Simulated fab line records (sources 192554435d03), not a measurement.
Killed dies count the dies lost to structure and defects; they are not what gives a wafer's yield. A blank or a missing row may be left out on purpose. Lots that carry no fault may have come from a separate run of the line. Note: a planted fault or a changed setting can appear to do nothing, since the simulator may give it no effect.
Split-lot study | flow n5 finfet | on a route of 1938 steps: 7 lots, 39 wafers read

== THE SPLIT ITSELF ==
At N5_FIN_SAQP_ETCH_65 (etches SiO2 in CF4, target depth 4 nm, time 4.4 s), the setting time s was moved away from the recipe's 4.4 s on 15 of the 39 wafers read, by -54.5% to +57.2%. The other wafers ran this setting at the recipe's value.

The reading is taken at the split's own step.

== THE READING ==
etch.depth nm (the simulator's own value, which no gauge read), in nm, at N5_FIN_SAQP_ETCH_65 (etches SiO2 in CF4, target depth 4 nm, time 4.4 s). No usual value for it is given in the file. Here, 24 wafers ran the recipe; their average is 3.999 nm with a standard deviation of 0.072 nm.

wafer  | tool, chamber at the split | time s as run, s | against the recipe | etch.depth nm, nm | against lot-mates on the recipe
L074.1 | rie si-01, 2               | 3.457            | -21.4%             | 3.117             | -0.907
L074.2 | rie si-01, 1               | 3.457            | -21.4%             | 3.182             | -0.842
L074.3 | rie si-01, 0               | 4.4              | recipe             | 4.012             | -
L074.4 | rie si-01, 3               | 4.4              | recipe             | 4.061             | -
L074.5 | rie si-01, 0               | 4.4              | recipe             | 4                 | -
L074.6 | rie si-01, 1               | 3.457            | -21.4%             | 3.175             | -0.849
L077.1 | rie si-01, 2               | 2.256            | -48.7%             | 2.05              | -1.992
L077.2 | rie si-01, 1               | 2.256            | -48.7%             | 2.092             | -1.950
L077.3 | rie si-01, 3               | 2.256            | -48.7%             | 2.066             | -1.976
L077.4 | rie si-01, 3               | 4.4              | recipe             | 4.036             | -
L077.5 | rie si-01, 1               | 4.4              | recipe             | 4.061             | -
L077.6 | rie si-01, 2               | 4.4              | recipe             | 4.028             | -
L080.1 | rie si-02, 3               | 2.003            | -54.5%             | 1.777             | -2.180
L080.2 | rie si-02, 2               | 2.003            | -54.5%             | 1.854             | -2.103
L080.3 | rie si-02, 0               | 4.4              | recipe             | 3.822             | -
L080.4 | rie si-02, 1               | 2.003            | -54.5%             | 1.812             | -2.145
L080.5 | rie si-02, 1               | 4.4              | recipe             | 3.983             | -
L080.6 | rie si-02, 2               | 4.4              | recipe             | 4.066             | -
L081.1 | rie si-03, 2               | 4.4              | recipe             | 4.003             | -
L081.2 | rie si-03, 0               | 4.4              | recipe             | 3.895             | -
L081.3 | rie si-03, 3               | 4.4              | recipe             | 3.983             | -
L081.4 | rie si-03, 1               | 4.4              | recipe             | 3.969             | -
L081.5 | rie si-03, 1               | 4.4              | recipe             | 3.957             | -
L081.6 | rie si-03, 2               | 4.4              | recipe             | 3.981             | -
L085.1 | rie si-01, 1               | 4.4              | recipe             | 4.041             | -
L085.2 | rie si-01, 2               | 4.4              | recipe             | 4.023             | -
L085.3 | rie si-01, 0               | 2.268            | -48.5%             | 2.076             | -1.972
L085.4 | rie si-01, 3               | 2.268            | -48.5%             | 2.061             | -1.987
L085.5 | rie si-01, 1               | 4.4              | recipe             | 4.08              | -
L085.6 | rie si-01, 0               | 2.268            | -48.5%             | 2.044             | -2.004
L095.2 | rie si-01, 2               | 4.4              | recipe             | 3.977             | -
L095.3 | rie si-01, 0               | 4.4              | recipe             | 4.009             | -
L095.6 | rie si-01, 0               | 4.4              | recipe             | 4.035             | -
L097.1 | rie si-02, 1               | 6.919            | +57.2%             | 6.327             | +2.346
L097.2 | rie si-02, 3               | 6.919            | +57.2%             | 6.136             | +2.155
L097.3 | rie si-02, 2               | 4.4              | recipe             | 4.104             | -
L097.4 | rie si-02, 0               | 4.4              | recipe             | 3.796             | -
L097.5 | rie si-02, 2               | 6.919            | +57.2%             | 6.399             | +2.418
L097.6 | rie si-02, 1               | 4.4              | recipe             | 4.044             | -

FIT RESULTS
A straight line over all 39 wafers: etch.depth nm changes by +0.0399 nm for each +1% of time s; r = +1.00; the points scatter about the line by 0.068 nm.
The same after taking each lot's own level away (the mean of its wafers on the recipe; 39 wafers): +0.0402 nm for each +1%; r = +1.00; scatter 0.064 nm.
The reading moves by 2.3 nm for the largest change in time s, on that fit.
The span of the lots' own levels, 3.9570 to 4.0480 nm, comes to 1.3 times the standard deviation stated above.
The two slopes are in agreement: the lot-to-lot level therefore moves the slope only a little.
Check: +2.29 nm against its lot-mates is what the line predicts for one of the wafers moved furthest among these (+57.2%) when that wafer is left out of the fit. Against them it came out at +2.35 nm.

== OTHER SPLITS ON THESE WAFERS ==
Before the reading, these wafers also passed through other splits. Each is held against what the fit with the lots' levels taken away leaves over:
other split on the same wafers           | wafers away from the commonest value | r with etch.depth nm (lot level and that fit taken away)
N5_PMOS_HMC_CHANNEL_EPI_HM_DEP_34 time s | 9                                    | -0.09

== FILE'S OWN FIT ==
etch.depth nm changes by +0.0402 nm for each +1% of time s, r = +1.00.
